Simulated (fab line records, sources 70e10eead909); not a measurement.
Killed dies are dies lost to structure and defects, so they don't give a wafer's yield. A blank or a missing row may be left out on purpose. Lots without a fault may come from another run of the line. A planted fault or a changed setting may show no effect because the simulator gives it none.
Chamber matching | flow nand_harc | NHARC_A_CONTACT_ETCH_48 on rie_diel-07: 4 sister chambers
The step etches the open film in CF4, target depth 39 nm, time 65 s. 8 wafers are shown with their chamber, then 6 later ones without.

WAFERS WITH THEIR CHAMBER
wafer  | chamber | showerhead_plenum_p_Torr (Torr) | drypump_motor_current_A (A)
L807.1 | 2       | 1.69                            | 5.94
L805.2 | 2       | 1.68                            | 5.92
L805.3 | 3       | 1.69                            | 5.70
L808.3 | 0       | 1.79                            | 5.93
L808.4 | 1       | 1.88                            | 5.67
L808.6 | 1       | 1.88                            | 5.68
L810.1 | 3       | 1.68                            | 5.71
L810.2 | 0       | 1.79                            | 5.95

WAFERS WITHOUT THEIR CHAMBER
wafer  | showerhead_plenum_p_Torr (Torr) | drypump_motor_current_A (A)
L810.5 | 1.79                            | 5.95
L812.1 | 1.68                            | 5.74
L812.4 | 1.88                            | 5.66
L817.2 | 1.88                            | 5.66
L817.4 | 1.79                            | 5.97
L814.1 | 1.68                            | 5.92

WHICH CHAMBER EACH WENT THROUGH
wafer  | from the rows above | in truth
L810.5 | 0                   | 0
L812.1 | 3                   | 3
L812.4 | 1                   | 1
L817.2 | 1                   | 1
L817.4 | 0                   | 0
L814.1 | 2                   | 2
Placed correctly: 6 of 6. Can't be placed from these rows: 0. Placed wrongly: 0.
How it was worked out, from the rows above alone: a wafer's distance from a chamber is the root of the sum, over the readings, of the square of ((its reading less the chamber's mean) divided by the reading's scatter). The wafer belongs to the nearest chamber; if the next one is less than 2 further off, it can't be placed. A chamber's mean is the mean of its shown wafers. The scatter: the root of (the sum of the squares of (reading less its chamber's mean) over the shown wafers, divided by (wafers less chambers)).
